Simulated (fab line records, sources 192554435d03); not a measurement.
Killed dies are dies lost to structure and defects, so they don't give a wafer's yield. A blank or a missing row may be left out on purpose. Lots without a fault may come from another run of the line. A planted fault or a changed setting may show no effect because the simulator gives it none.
Chamber matching | flow n5_finfet | N5_GATE_CUT_CMP_02 on cmp-01: 4 sister chambers
The step polishes, stops on SiO2, t overpolish 12.7 s, target thk 0 nm. 8 wafers are shown with their chamber, then 7 later ones without.

WAFERS WITH THEIR CHAMBER
wafer  | chamber | motor_current_A (A) | slurry_flow_ml_min
L076.1 | 1       | 9.8                 | 149.3
L080.3 | 2       | 7.5                 | 149.5
L080.5 | 0       | 9.1                 | 150.7
L085.1 | 1       | 9.6                 | 149.2
L085.2 | 2       | 8.1                 | 149.9
L087.2 | 0       | 9.6                 | 149.8
L088.3 | 3       | 10.7                | 149.7
L088.5 | 3       | 9.9                 | 149.8

WAFERS WITHOUT THEIR CHAMBER
wafer  | motor_current_A (A) | slurry_flow_ml_min
L088.6 | 8.3                 | 149.9
L089.2 | 7.8                 | 150.6
L089.4 | 10.3                | 150.2
L089.6 | 10.2                | 150.1
L093.1 | 8.0                 | 150.1
L093.5 | 10.1                | 149.4
L093.6 | 7.8                 | 150.4

WHICH CHAMBER EACH WENT THROUGH
wafer  | from the rows above          | in truth
L088.6 | can't be placed: 2 or 0      | 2
L089.2 | can't be placed: 2 or 0      | 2
L089.4 | can't be placed: 3 or 0 or 1 | 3
L089.6 | can't be placed: 3 or 0 or 1 | 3
L093.1 | 2                            | 2
L093.5 | can't be placed: 1 or 3 or 0 | 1
L093.6 | can't be placed: 2 or 0      | 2
Placed correctly: 1 of 7. Can't be placed from these rows: 6 (the true chamber is among the candidates in 6). Placed wrongly: 0.
How it was worked out, from the rows above alone: a wafer's distance from a chamber is the root of the sum, over the readings, of the square of ((its reading less the chamber's mean) divided by the reading's scatter). The wafer belongs to the nearest chamber; if the next one is less than 2 further off, it can't be placed. A chamber's mean is the mean of its shown wafers. The scatter: the root of (the sum of the squares of (reading less its chamber's mean) over the shown wafers, divided by (wafers less chambers)).
